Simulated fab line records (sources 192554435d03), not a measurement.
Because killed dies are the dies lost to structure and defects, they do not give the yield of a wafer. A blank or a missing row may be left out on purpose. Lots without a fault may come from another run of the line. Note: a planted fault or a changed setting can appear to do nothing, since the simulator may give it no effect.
A single fault, viewed from 3 desks	flow n5Finfet	every desk sees just its own numbers, and what lay behind them comes last

## FOR THE TOOL OWNER'S DESK: rieDiel-05
The tool's own readings at N5_BEOL_M8_ETCH_62 (etches SOC in N2/H2, target depth 110 nm, overetch 22 nm, time 165 s): means of the sampled wafers that have a number, for each lot that ran on this tool. Marked OUT: a lot whose mean sits more than 4 standard deviations from the usual mean, which makes it out of limits; the brackets give that distance.
Columns: A = biasW at N5_BEOL_M8_ETCH_62, usual 150.0 W; B = drypumpMotorCurrentA at N5_BEOL_M8_ETCH_62, usual 6.0 A; C = oesProductAu at N5_BEOL_M8_ETCH_62, usual 0.68 a.u.; D = rfVppV at N5_BEOL_M8_ETCH_62, usual 524.6 V; E = showerheadPlenumPTorr at N5_BEOL_M8_ETCH_62, usual 2.57 Torr; F = throttleValvePct at N5_BEOL_M8_ETCH_62, usual 17.79 %
lot	first seen here	A	B	C	D	E	F
L900	day 14 01:10	149.8	6.2	0.69	526.1	2.62	17.64
L912	day 16 18:17	149.7	6.1	0.66	526.6	2.61	17.59
L910	day 17 01:57	195.7 (+97) OUT	5.9	0.66	621.7 (+44) OUT	2.63	17.81
L913	day 17 08:09	195.8 (+97) OUT	6.0	0.65	622.8 (+45) OUT	2.61	17.61
This desk finds L910, L913 out of limits, L910 being first, at day 17 01:57 (biasW at N5_BEOL_M8_ETCH_62). Within limits: L900, L912.

## THE DEFECT DESK
Counts from the inspections along the route, per lot, as means over the sampled wafers that have a number. Marked OUT: a lot whose mean sits more than 4 standard deviations from the usual mean, which makes it out of limits; the brackets give that distance.
Columns: A = rawDefectCount at N5_BEOL_M7_INSPECT_58, usual 70
lot	first seen here	A
L899	day 13 14:11	64
L898	day 13 18:37	80
L900	day 13 21:26	46
L902	day 13 21:31	58
L901	day 13 22:03	95
L912	day 16 14:51	82
L910	day 16 23:04	100
L913	day 17 05:05	64
L916	day 18 00:14	84
L917	day 18 08:14	51
L920	day 18 23:28	44
This desk's finding: nothing out of limits on any of the 11 lots.

## FROM THE METROLOGY DESK
Lot by lot, what the gauges showed, no matter which tool ran the lot: averages of those sampled wafers that carry a number. Marked OUT: a lot whose mean sits more than 4 standard deviations from the usual mean, which makes it out of limits; the brackets give that distance.
Columns: A = M7_THK at N5_BEOL_M7_THK_MEAS_53, usual 77.6 nm
lot	first seen here	A
L899	day 13 14:01	77.6
L898	day 13 18:27	78.3
L900	day 13 21:17	77.8
L902	day 13 21:22	76.9
L901	day 13 21:54	79.2
L912	day 16 14:41	76.1
L910	day 16 22:55	74.3
L913	day 17 04:56	77.6
L916	day 18 00:04	79.7
L917	day 18 08:03	80.5
L920	day 18 23:19	77.0
This desk's finding: nothing out of limits on any of the 11 lots.

## PUT TOGETHER
An alarm could have come from the tool owner's desk at day 17 01:57, on L910, L913.
Nothing out of limits was seen by the defect desk.
At the metrology desk, nothing out of limits was observed.
The defect desk has L910, L913 on record, within its limits.
The metrology desk holds a record of L910, L913, inside its limits.
N5_BEOL_M8_ETCH_62 was run on rieDiel-05 by each of the lots named.

## WHAT WAS PUT IN BY THE SIMULATOR
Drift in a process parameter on rieDiel-05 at N5_BEOL_M8_ETCH_62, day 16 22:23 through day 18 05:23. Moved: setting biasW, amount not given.
Struck lots among those shown: L910, L913.
How many hours passed from the start of the fault until each desk's first out-of-limits reading: the tool owner's desk, 4.
